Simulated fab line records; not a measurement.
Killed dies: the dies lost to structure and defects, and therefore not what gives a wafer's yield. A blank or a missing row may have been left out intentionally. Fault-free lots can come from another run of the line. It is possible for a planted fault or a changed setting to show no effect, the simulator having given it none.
fab line records    flow n5-finfet
record: lots: 24  wafers: 72  last-day: 17
route steps=1938 shown MOL_CONTACT_COAG@561
lots untouched by any fault: they come from a run of this same line in which no faults occurred
start-h: hours from the record's opening day to when the first of the lot's shown wafers began    wait-h: time in hours since the lot's previous step    " repeats the value in the row above    L1.1+2: one row covering several wafers at once    - value missing, or start not given    * or withheld: withheld    < > ~ a bound
route shown NAME@n: a module of which the file shows steps, and the number in the route of the first    usual: mean and standard deviation over wafers with no fault    same: alike in all rows    chamber/n: place in a boat    sites: per-site readings    _std_site: the standard deviation of these    _edge_site: outer sites' mean less inner sites'    radius-mm: for every site, how far away it sits from the centre of the wafer    mask NAME#n: copy n    behind: the tool/chamber that last shaped the wafer    hold: cause of the lot's hold/its duration in hours/its outcome    device: transistor that didn't switch, given as n, p or np    end of line: the route-end tests of the same wafers    step lacking rows: just its recipe    killed: count of dies lost to structure and defects at first sort (not the wafer's yield)    map: per-die view of a wafer (x killed, . not killed, _ where there is no die)
set.NAME: the setting the step ran with; set.NAME@STEP: the setting that earlier step ran with    model.NAME: the simulator's own value behind a step, which no gauge read
the route's steps for a sample of lots (tables are steps, rows are wafers)
services: the hour from which a tool's chamber was out of use, counted from the record's first day as start-h (under 0 if before that day), plus the number of hours and why
== steps ==
step: N5_MOL_CONTACT_COAG_THK_MEAS_29
recipe: reads: SiNx_of_GATE_CUT_PECVD_57+SiNx_of_GATE_CUT_SAC_CAP_01
usual: MD_CAP_THK: 17.94/0.077
lot.wafer  tool           chamber  start-h  wait-h  MD_CAP_THK[nm]
L075.3     film-metro-02  -        108.17   -       17.88
L075.4     "              -        "        "       18.00
L075.6     "              -        "        "       17.96
L074.1     film-metro-02  -        112.67   -       17.87
L074.2     "              -        "        "       17.82
L074.4     "              -        "        "       17.80
L076.2     film-metro-01  -        115.57   -       18.10
L076.3     "              -        "        "       17.78
L076.5     "              -        "        "       17.99
L077.4     film-metro-01  -        122.71   -       17.94
L077.5     "              -        "        "       17.77
L077.6     "              -        "        "       17.91
L078.1     film-metro-02  -        128.49   -       17.96
L078.2     "              -        "        "       18.00
L078.6     "              -        "        "       17.95
L079.2     film-metro-02  -        132.27   -       18.00
L079.3     "              -        "        "       17.77
L079.6     "              -        "        "       17.95
L080.2     film-metro-02  -        134.06   -       18.00
L080.3     "              -        "        "       17.98
L080.6     "              -        "        "       18.06
L081.2     film-metro-01  -        144.87   -       18.04
L081.5     "              -        "        "       18.02
L081.6     "              -        "        "       18.01
L082.1     film-metro-02  -        148.59   -       18.10
L082.3     "              -        "        "       17.95
L082.4     "              -        "        "       18.06
L083.1     film-metro-01  -        159.14   -       17.98
L083.2     "              -        "        "       17.85
L083.4     "              -        "        "       18.01
L084.2     film-metro-01  -        164.94   -       17.80
L084.3     "              -        "        "       17.80
L084.6     "              -        "        "       17.81
L087.3     film-metro-01  -        181.09   -       17.88
L087.5     "              -        "        "       17.92
L087.6     "              -        "        "       17.85
L085.1     film-metro-02  -        185.73   -       17.89
L085.3     "              -        "        "       17.89
L085.4     "              -        "        "       17.93
L086.2     film-metro-02  -        187.02   -       17.81
L086.4     "              -        "        "       17.89
L086.6     "              -        "        "       17.99
L088.1     film-metro-01  -        199.48   -       17.97
L088.5     "              -        "        "       17.92
L088.6     "              -        "        "       18.01
L089.3     film-metro-01  -        200.38   -       18.03
L089.4     "              -        "        "       17.87
L089.6     "              -        "        "       17.93
L091.1     film-metro-01  -        205.80   -       17.94
L091.2     "              -        "        "       17.93
L091.6     "              -        "        "       17.93
L090.2     film-metro-01  -        205.94   -       18.04
L090.4     "              -        "        "       18.00
L090.5     "              -        "        "       18.01
L092.1     film-metro-02  -        213.45   -       17.98
L092.4     "              -        "        "       17.77
L092.6     "              -        "        "       17.86
L093.1     film-metro-02  -        216.02   -       17.89
L093.3     "              -        "        "       18.08
L093.4     "              -        "        "       17.91
L094.2     film-metro-01  -        221.09   -       17.96
L094.3     "              -        "        "       17.94
L094.5     "              -        "        "       17.92
L095.4     film-metro-01  -        221.32   -       18.07
L095.5     "              -        "        "       17.89
L095.6     "              -        "        "       17.90
L096.4     film-metro-02  -        228.93   -       17.91
L096.5     "              -        "        "       17.91
L096.6     "              -        "        "       18.01
L097.1     film-metro-02  -        239.00   -       17.96
L097.4     "              -        "        "       18.11
L097.5     "              -        "        "       18.02
step: N5_MOL_CONTACT_COAG_CD_MEAS_137
recipe: target-cd-nm: 16
usual: cd-nm: 16.0/0.48
lot.wafer  tool       chamber  start-h  wait-h  cd-nm
L075.3     cd-sem-02  -        110.35   0.0     17.3
L075.4     "          -        "        "       16.7
L075.6     "          -        "        "       16.3
L074.1     cd-sem-01  -        115.34   0.0     15.7
L074.2     "          -        "        "       15.5
L074.4     "          -        "        "       15.7
L076.2     cd-sem-01  -        118.37   0.0     15.7
L076.3     "          -        "        "       16.5
L076.5     "          -        "        "       16.3
L077.4     cd-sem-02  -        124.60   0.0     15.9
L077.5     "          -        "        "       16.5
L077.6     "          -        "        "       15.7
L078.1     cd-sem-01  -        130.69   0.0     15.3
L078.2     "          -        "        "       15.3
L078.6     "          -        "        "       15.5
L079.2     cd-sem-02  -        134.32   0.0     16.4
L079.3     "          -        "        "       15.8
L079.6     "          -        "        "       16.0
L080.2     cd-sem-02  -        136.12   0.0     16.0
L080.3     "          -        "        "       15.5
L080.6     "          -        "        "       16.1
L081.2     cd-sem-01  -        146.75   0.0     16.0
L081.5     "          -        "        "       16.6
L081.6     "          -        "        "       15.3
L082.1     cd-sem-01  -        150.78   0.0     16.0
L082.3     "          -        "        "       15.9
L082.4     "          -        "        "       16.4
L083.1     cd-sem-01  -        161.11   0.0     16.5
L083.2     "          -        "        "       16.1
L083.4     "          -        "        "       15.1
L084.2     cd-sem-02  -        168.50   0.0     15.8
L084.3     "          -        "        "       15.6
L084.6     "          -        "        "       15.5
L087.3     cd-sem-03  -        184.01   0.0     16.7
L087.5     "          -        "        "       16.4
L087.6     "          -        "        "       16.5
L085.1     cd-sem-02  -        188.61   0.0     15.9
L085.3     "          -        "        "       15.1
L085.4     "          -        "        "       16.3
L086.2     cd-sem-02  -        189.31   0.0     15.8
L086.4     "          -        "        "       16.1
L086.6     "          -        "        "       16.7
L088.1     cd-sem-03  -        204.33   0.0     15.7
L088.5     "          -        "        "       16.1
L088.6     "          -        "        "       15.0
L089.3     cd-sem-01  -        205.83   0.0     16.2
L089.4     "          -        "        "       16.4
L089.6     "          -        "        "       16.3
L091.1     cd-sem-01  -        209.98   0.0     15.3
L091.2     "          -        "        "       15.6
L091.6     "          -        "        "       15.8
L090.2     cd-sem-02  -        210.50   0.0     15.7
L090.4     "          -        "        "       15.7
L090.5     "          -        "        "       16.6
L092.1     cd-sem-03  -        215.79   0.0     15.8
L092.4     "          -        "        "       16.6
L092.6     "          -        "        "       15.5
L093.1     cd-sem-02  -        217.91   0.0     17.1
L093.3     "          -        "        "       15.9
L093.4     "          -        "        "       16.3
L094.2     cd-sem-02  -        223.06   0.0     16.2
L094.3     "          -        "        "       16.1
L094.5     "          -        "        "       16.5
L095.4     cd-sem-03  -        223.26   0.0     15.3
L095.5     "          -        "        "       15.9
L095.6     "          -        "        "       16.1
L096.4     cd-sem-03  -        232.56   0.0     15.4
L096.5     "          -        "        "       16.4
L096.6     "          -        "        "       17.0
L097.1     cd-sem-03  -        240.89   0.0     15.9
L097.4     "          -        "        "       15.8
L097.5     "          -        "        "       16.3
step: N5_MOL_CONTACT_COAG_CD_MEAS_40
recipe: target-cd-nm: 25.1  landing-energy-ev: 500  detector: se-inlens  polarity: opening
usual: cd-nm: 25.19/0.25
lot.wafer  tool       chamber  start-h  wait-h  cd-nm
L075.3     cd-sem-01  0        110.66   -       25.32
L075.4     "          0        "        "       25.09
L075.6     "          0        "        "       25.15
L074.1     cd-sem-01  0        115.66   -       25.13
L074.2     "          0        "        "       25.12
L074.4     "          0        "        "       25.23
L076.2     cd-sem-01  0        118.69   -       24.81
L076.3     "          0        "        "       25.29
L076.5     "          0        "        "       25.18
L077.4     cd-sem-03  0        125.04   -       25.39
L077.5     "          0        "        "       25.31
L077.6     "          0        "        "       24.99
L078.1     cd-sem-01  0        131.14   -       25.33
L078.2     "          0        "        "       25.48
L078.6     "          0        "        "       24.88
L079.2     cd-sem-02  0        134.77   -       25.37
L079.3     "          0        "        "       25.41
L079.6     "          0        "        "       25.11
L080.2     cd-sem-03  0        136.44   -       24.84
L080.3     "          0        "        "       25.09
L080.6     "          0        "        "       25.01
L081.2     cd-sem-02  0        147.19   -       25.43
L081.5     "          0        "        "       25.34
L081.6     "          0        "        "       25.44
L082.1     cd-sem-01  0        151.10   -       25.12
L082.3     "          0        "        "       25.41
L082.4     "          0        "        "       25.61
L083.1     cd-sem-03  0        161.43   -       25.25
L083.2     "          0        "        "       24.70
L083.4     "          0        "        "       25.53
L084.2     cd-sem-01  0        168.82   -       25.22
L084.3     "          0        "        "       25.13
L084.6     "          0        "        "       25.04
L087.3     cd-sem-02  0        184.36   -       24.56
L087.5     "          0        "        "       25.19
L087.6     "          0        "        "       24.99
L085.1     cd-sem-02  0        189.05   -       25.00
L085.3     "          0        "        "       25.12
L085.4     "          0        "        "       25.27
L086.2     cd-sem-01  0        189.63   -       25.45
L086.4     "          0        "        "       25.34
L086.6     "          0        "        "       25.64
L088.1     cd-sem-02  0        204.77   -       24.94
L088.5     "          0        "        "       25.27
L088.6     "          0        "        "       25.05
L089.3     cd-sem-02  0        206.15   -       25.18
L089.4     "          0        "        "       25.48
L089.6     "          0        "        "       25.32
L091.1     cd-sem-03  0        210.30   -       24.87
L091.2     "          0        "        "       24.83
L091.6     "          0        "        "       24.86
L090.2     cd-sem-01  0        210.95   -       25.27
L090.4     "          0        "        "       24.63
L090.5     "          0        "        "       25.20
L092.1     cd-sem-03  0        216.24   -       25.62
L092.4     "          0        "        "       25.25
L092.6     "          0        "        "       25.24
L093.1     cd-sem-02  0        218.23   -       24.80
L093.3     "          0        "        "       24.83
L093.4     "          0        "        "       25.14
L094.2     cd-sem-01  0        223.39   -       25.14
L094.3     "          0        "        "       25.00
L094.5     "          0        "        "       24.72
L095.4     cd-sem-02  0        223.70   -       25.64
L095.5     "          0        "        "       24.98
L095.6     "          0        "        "       25.18
L096.4     cd-sem-02  0        233.01   -       25.05
L096.5     "          0        "        "       25.35
L096.6     "          0        "        "       25.00
L097.1     cd-sem-02  0        241.21   -       24.92
L097.4     "          0        "        "       24.65
L097.5     "          0        "        "       25.06
step: N5_MOL_CONTACT_COAG_INSPECT_42
recipe: mode: adi  inspect-instrument: brightfield
usual: raw-defect-count: 206/60
lot.wafer  tool               chamber  start-h  wait-h  raw-defect-count
L075.3     defect-inspect-02  -        110.75   0.0     203
L075.4     "                  -        "        "       204
L075.6     "                  -        "        "       146
L074.1     defect-inspect-01  -        115.75   0.1     229
L074.2     "                  -        "        "       192
L074.4     "                  -        "        "       249
L076.2     defect-inspect-02  -        118.78   0.0     190
L076.3     "                  -        "        "       254
L076.5     "                  -        "        "       253
L077.4     defect-inspect-01  -        125.13   0.0     185
L077.5     "                  -        "        "       193
L077.6     "                  -        "        "       170
L078.1     defect-inspect-01  -        131.23   0.1     130
L078.2     "                  -        "        "       187
L078.6     "                  -        "        "       173
L079.2     defect-inspect-02  -        134.86   0.0     182
L079.3     "                  -        "        "       221
L079.6     "                  -        "        "       98
L080.2     defect-inspect-02  -        136.52   0.0     329
L080.3     "                  -        "        "       214
L080.6     "                  -        "        "       193
L081.2     defect-inspect-02  -        147.28   0.0     286
L081.5     "                  -        "        "       323
L081.6     "                  -        "        "       319
L082.1     defect-inspect-01  -        151.18   0.1     179
L082.3     "                  -        "        "       178
L082.4     "                  -        "        "       205
L083.1     defect-inspect-02  -        161.53   0.1     272
L083.2     "                  -        "        "       182
L083.4     "                  -        "        "       166
L084.2     defect-inspect-02  -        168.90   0.0     154
L084.3     "                  -        "        "       209
L084.6     "                  -        "        "       122
L087.3     defect-inspect-02  -        184.44   0.0     260
L087.5     "                  -        "        "       206
L087.6     "                  -        "        "       273
L085.1     defect-inspect-01  -        189.14   0.1     195
L085.3     "                  -        "        "       283
L085.4     "                  -        "        "       222
L086.2     defect-inspect-02  -        189.71   0.0     144
L086.4     "                  -        "        "       175
L086.6     "                  -        "        "       177
L088.1     defect-inspect-02  -        204.86   0.1     271
L088.5     "                  -        "        "       242
L088.6     "                  -        "        "       261
L089.3     defect-inspect-01  -        206.24   0.1     111
L089.4     "                  -        "        "       95
L089.6     "                  -        "        "       157
L091.1     defect-inspect-02  -        210.39   0.1     360
L091.2     "                  -        "        "       227
L091.6     "                  -        "        "       228
L090.2     defect-inspect-02  -        211.03   0.0     154
L090.4     "                  -        "        "       157
L090.5     "                  -        "        "       180
L092.1     defect-inspect-02  -        216.33   0.1     200
L092.4     "                  -        "        "       185
L092.6     "                  -        "        "       284
L093.1     defect-inspect-01  -        218.32   0.1     228
L093.3     "                  -        "        "       251
L093.4     "                  -        "        "       202
L094.2     defect-inspect-01  -        223.47   0.0     220
L094.3     "                  -        "        "       211
L094.5     "                  -        "        "       189
L095.4     defect-inspect-02  -        223.79   0.0     211
L095.5     "                  -        "        "       153
L095.6     "                  -        "        "       211
L096.4     defect-inspect-01  -        233.09   0.0     190
L096.5     "                  -        "        "       159
L096.6     "                  -        "        "       194
L097.1     defect-inspect-01  -        241.30   0.1     171
L097.4     "                  -        "        "       185
L097.5     "                  -        "        "       142
step: N5_MOL_CONTACT_COAG_ETCH_67
recipe: chemistry: N2/H2  target: SOC  target-depth-a: 600  overetch-a: 210  mask-material: SiARC  temp-c: 40  time-s: 101.2  ion-energy-ev: 200  pressure-mtorr: 30  source-w: 840  bias-w: 150  n2-flow-sccm: 200  h2-flow-sccm: 200
usual: drypump-motor-current-A: 5.6/0.47  oes-product-au: 0.67/0.067  rf-vpp-V: 524.1/1.7  showerhead-plenum-p-Torr: 2.55/0.054  throttle-valve-pct: 17.91/0.22
same: time-s: 101.2
lot.wafer  tool         chamber  start-h  wait-h  drypump-motor-current-A  oes-product-au  rf-hours-counter-h  rf-vpp-V  showerhead-plenum-p-Torr  throttle-valve-pct
L075.3     rie-diel-03  0        112.56   0.0     5.8                      0.57            225                 521.8     2.52                      17.91
L075.4     "            0        "        "       5.8                      0.57            -                   524.5     2.51                      17.90
L075.6     "            2        "        "       5.4                      0.61            -                   526.1     2.62                      17.99
L074.1     rie-diel-03  1        116.30   0.0     6.3                      0.71            55                  524.2     2.58                      17.81
L074.2     "            0        "        "       5.8                      0.58            227                 523.7     2.51                      17.91
L074.4     "            0        "        "       5.8                      0.57            -                   523.5     2.51                      17.92
L076.2     rie-diel-03  2        119.21   0.0     5.4                      0.60            209                 525.9     2.62                      17.98
L076.3     "            1        "        "       6.3                      0.72            56                  525.4     2.58                      17.81
L076.5     "            2        "        "       5.3                      0.60            -                   524.5     2.62                      17.98
L077.4     rie-diel-05  2        125.55   0.0     5.3                      0.67            -                   524.5     2.58                      18.00
L077.5     "            3        "        "       5.8                      0.61            -                   524.3     2.52                      18.01
L077.6     "            0        "        "       6.0                      0.61            -                   520.8     2.43                      17.81
L078.1     rie-diel-05  3        132.16   0.0     5.8                      0.61            165                 524.0     2.52                      18.02
L078.2     "            0        "        "       6.0                      0.60            167                 520.2     2.43                      17.80
L078.6     "            0        "        "       6.0                      0.61            -                   522.3     2.43                      17.81
L079.2     rie-diel-04  1        135.36   0.0     5.2                      0.74            28                  521.7     2.52                      18.11
L079.3     "            2        "        "       5.5                      0.78            15                  521.1     2.51                      17.97
L079.6     "            1        "        "       5.2                      0.74            -                   523.1     2.52                      18.12
L080.2     rie-diel-05  1        136.90   0.0     5.3                      0.81            2                   523.4     2.63                      18.13
L080.3     "            2        "        "       5.3                      0.65            103                 525.2     2.58                      17.98
L080.6     "            0        "        "       5.9                      0.61            -                   520.8     2.43                      17.84
L081.2     rie-diel-04  0        148.43   0.0     4.8                      0.71            61                  524.7     2.54                      17.39
L081.5     "            3        "        "       6.3                      0.60            -                   527.7     2.63                      18.06
L081.6     "            0        "        "       4.8                      0.71            -                   526.0     2.54                      17.38
L082.1     rie-diel-05  0        151.57   0.0     6.0                      0.60            174                 520.8     2.43                      17.83
L082.3     "            1        "        "       5.3                      0.80            7                   526.1     2.63                      18.12
L082.4     "            2        "        "       5.3                      0.64            108                 523.9     2.58                      18.03
L083.1     rie-diel-05  3        162.32   0.0     5.8                      0.60            175                 525.0     2.52                      18.05
L083.2     "            0        "        "       6.0                      0.60            178                 520.6     2.43                      17.85
L083.4     "            1        "        "       5.3                      0.78            10                  526.6     2.63                      18.13
L084.2     rie-diel-05  1        169.62   0.0     5.3                      0.78            13                  525.3     2.63                      18.12
L084.3     "            3        "        "       5.8                      0.61            178                 524.1     2.52                      18.06
L084.6     "            3        "        "       5.8                      0.60            -                   523.8     2.52                      18.05
L087.3     rie-diel-03  2        185.24   0.0     5.4                      0.58            236                 526.3     2.60                      18.00
L087.5     "            2        "        "       5.4                      0.58            -                   524.7     2.60                      18.03
L087.6     "            1        "        "       6.4                      0.69            -                   524.9     2.57                      17.86
L085.1     rie-diel-03  1        189.63   0.0     6.3                      0.69            83                  525.1     2.57                      17.85
L085.3     "            3        "        "       5.5                      0.74            28                  525.0     2.60                      17.93
L085.4     "            1        "        "       6.3                      0.69            -                   524.1     2.57                      17.84
L086.2     rie-diel-03  2        190.31   0.0     5.3                      0.58            239                 524.8     2.60                      18.03
L086.4     "            3        "        "       5.5                      0.74            -                   524.3     2.60                      17.94
L086.6     "            1        "        "       6.3                      0.69            -                   525.1     2.57                      17.85
L088.1     rie-diel-04  3        205.69   0.0     6.3                      0.59            241                 524.3     2.62                      18.09
L088.5     "            0        "        "       4.8                      0.69            -                   524.4     2.54                      17.42
L088.6     "            1        "        "       5.3                      0.71            -                   520.2     2.51                      18.18
L089.3     rie-diel-04  1        207.09   0.0     5.3                      0.70            56                  521.6     2.51                      18.17
L089.4     "            0        "        "       4.8                      0.69            -                   523.8     2.53                      17.42
L089.6     "            1        "        "       5.3                      0.70            -                   521.9     2.51                      18.16
L091.1     rie-diel-04  3        210.80   0.0     6.3                      0.58            243                 526.1     2.62                      18.09
L091.2     "            1        "        "       5.3                      0.69            58                  522.0     2.51                      18.18
L091.6     "            3        "        "       6.3                      0.58            -                   525.2     2.62                      18.09
L090.2     rie-diel-03  3        211.42   0.0     5.5                      0.74            37                  525.7     2.60                      17.95
L090.4     "            0        "        "       5.8                      0.82            2                   523.3     2.50                      17.50
L090.5     "            2        "        "       5.4                      0.57            -                   526.1     2.60                      18.05
L092.1     rie-diel-04  1        216.71   0.0     5.2                      0.69            60                  523.2     2.51                      18.18
L092.4     "            0        "        "       4.8                      0.68            88                  523.6     2.53                      17.43
L092.6     "            1        "        "       5.2                      0.70            -                   523.4     2.51                      18.18
L093.1     rie-diel-04  3        218.82   0.0     6.3                      0.58            246                 527.0     2.62                      18.10
L093.3     "            0        "        "       4.8                      0.69            89                  524.8     2.53                      17.45
L093.4     "            2        "        "       5.5                      0.73            38                  522.3     2.50                      17.99
L094.2     rie-diel-03  1        223.87   0.0     6.3                      0.68            95                  525.5     2.57                      17.86
L094.3     "            0        "        "       5.8                      0.80            7                   521.5     2.50                      17.50
L094.5     "            1        "        "       6.3                      0.68            -                   523.5     2.57                      17.88
L095.4     rie-diel-04  1        224.16   0.0     5.2                      0.70            63                  522.6     2.50                      18.17
L095.5     "            2        "        "       5.5                      0.73            -                   520.9     2.50                      17.97
L095.6     "            3        "        "       6.3                      0.58            -                   527.0     2.62                      18.10
L096.4     rie-diel-03  0        233.51   0.0     5.8                      0.79            -                   523.6     2.50                      17.51
L096.5     "            1        "        "       6.4                      0.68            -                   523.4     2.56                      17.88
L096.6     "            3        "        "       5.5                      0.72            -                   525.4     2.60                      17.99
L097.1     rie-diel-04  2        241.99   0.0     5.5                      0.72            48                  521.0     2.49                      18.00
L097.4     "            0        "        "       4.8                      0.67            -                   526.0     2.53                      17.45
L097.5     "            2        "        "       5.5                      0.73            -                   522.0     2.49                      18.02
step: N5_MOL_CONTACT_COAG_CD_MEAS_101
recipe: target-cd-nm: 16
usual: cd-nm: 15.8/0.4
lot.wafer  tool       chamber  start-h  wait-h  cd-nm
L075.3     cd-sem-03  -        113.03   0.0     16.2
L075.4     "          -        "        "       15.8
L075.6     "          -        "        "       15.7
L074.1     cd-sem-03  -        116.77   0.0     15.2
L074.2     "          -        "        "       15.8
L074.4     "          -        "        "       15.8
L076.2     cd-sem-02  -        119.68   0.0     16.0
L076.3     "          -        "        "       16.2
L076.5     "          -        "        "       14.9
L077.4     cd-sem-03  -        125.99   0.0     15.9
L077.5     "          -        "        "       16.5
L077.6     "          -        "        "       16.5
L078.1     cd-sem-01  -        132.63   0.0     16.6
L078.2     "          -        "        "       16.0
L078.6     "          -        "        "       16.7
L079.2     cd-sem-03  -        135.89   0.0     15.6
L079.3     "          -        "        "       16.5
L079.6     "          -        "        "       15.8
L080.2     cd-sem-03  -        137.42   0.0     15.5
L080.3     "          -        "        "       15.9
L080.6     "          -        "        "       16.3
L081.2     cd-sem-01  -        148.91   0.0     16.1
L081.5     "          -        "        "       16.3
L081.6     "          -        "        "       16.6
L082.1     cd-sem-01  -        152.04   0.0     16.2
L082.3     "          -        "        "       15.7
L082.4     "          -        "        "       15.8
L083.1     cd-sem-02  -        162.80   0.0     15.5
L083.2     "          -        "        "       16.5
L083.4     "          -        "        "       15.6
L084.2     cd-sem-02  -        170.09   0.0     15.8
L084.3     "          -        "        "       14.9
L084.6     "          -        "        "       16.0
L087.3     cd-sem-02  -        185.93   0.0     15.2
L087.5     "          -        "        "       15.3
L087.6     "          -        "        "       15.8
L085.1     cd-sem-01  -        190.11   0.0     15.1
L085.3     "          -        "        "       15.8
L085.4     "          -        "        "       15.8
L086.2     cd-sem-03  -        190.79   0.0     15.9
L086.4     "          -        "        "       16.1
L086.6     "          -        "        "       16.0
L088.1     cd-sem-03  -        206.17   0.0     15.8
L088.5     "          -        "        "       15.9
L088.6     "          -        "        "       15.5
L089.3     cd-sem-01  -        207.57   0.0     15.4
L089.4     "          -        "        "       15.9
L089.6     "          -        "        "       15.0
L091.1     cd-sem-01  -        211.27   0.0     15.6
L091.2     "          -        "        "       15.6
L091.6     "          -        "        "       15.8
L090.2     cd-sem-03  -        211.93   0.0     15.8
L090.4     "          -        "        "       16.1
L090.5     "          -        "        "       15.5
L092.1     cd-sem-01  -        217.22   0.0     15.4
L092.4     "          -        "        "       15.8
L092.6     "          -        "        "       16.3
L093.1     cd-sem-01  -        219.29   0.0     15.6
L093.3     "          -        "        "       15.4
L093.4     "          -        "        "       16.0
L094.2     cd-sem-01  -        224.38   0.0     15.4
L094.3     "          -        "        "       16.4
L094.5     "          -        "        "       15.8
L095.4     cd-sem-03  -        224.64   0.0     15.6
L095.5     "          -        "        "       15.6
L095.6     "          -        "        "       15.8
L096.4     cd-sem-03  -        233.99   0.0     15.6
L096.5     "          -        "        "       15.8
L096.6     "          -        "        "       16.3
L097.1     cd-sem-03  -        242.47   0.0     15.8
L097.4     "          -        "        "       15.5
L097.5     "          -        "        "       15.7
== services ==
tool         chamber  start-h  hours  kind
rie-diel-03  3        104.51   -      clean
rie-diel-03  3        104.51   -      consumable-replace:focus-ring
rie-diel-03  3        104.51   17.2   scheduled-down
rie-diel-03  3        104.51   17.2   vent-cycle
rie-diel-05  1        114.63   -      clean
rie-diel-05  1        114.63   -      consumable-replace:focus-ring
rie-diel-05  1        114.63   18.1   scheduled-down
rie-diel-05  1        114.63   18.1   vent-cycle
rie-diel-04  3        149.33   7.2    repair
rie-diel-04  2        169.75   12.7   repair
rie-diel-03  0        180.04   -      clean
rie-diel-03  0        180.04   -      consumable-replace:focus-ring
rie-diel-03  0        180.04   25.4   scheduled-down
rie-diel-03  0        180.04   25.4   vent-cycle
rie-diel-04  2        205.62   6.8    repair
rie-diel-03  2        222.26   -      clean
rie-diel-03  2        222.26   -      consumable-replace:focus-ring
rie-diel-03  2        222.26   19.4   scheduled-down
rie-diel-03  2        222.26   19.4   vent-cycle
rie-diel-04  3        229.79   -      clean
rie-diel-04  3        229.79   -      consumable-replace:focus-ring
rie-diel-04  3        229.79   18.8   scheduled-down
rie-diel-04  3        229.79   18.8   vent-cycle
== key ==
fault none
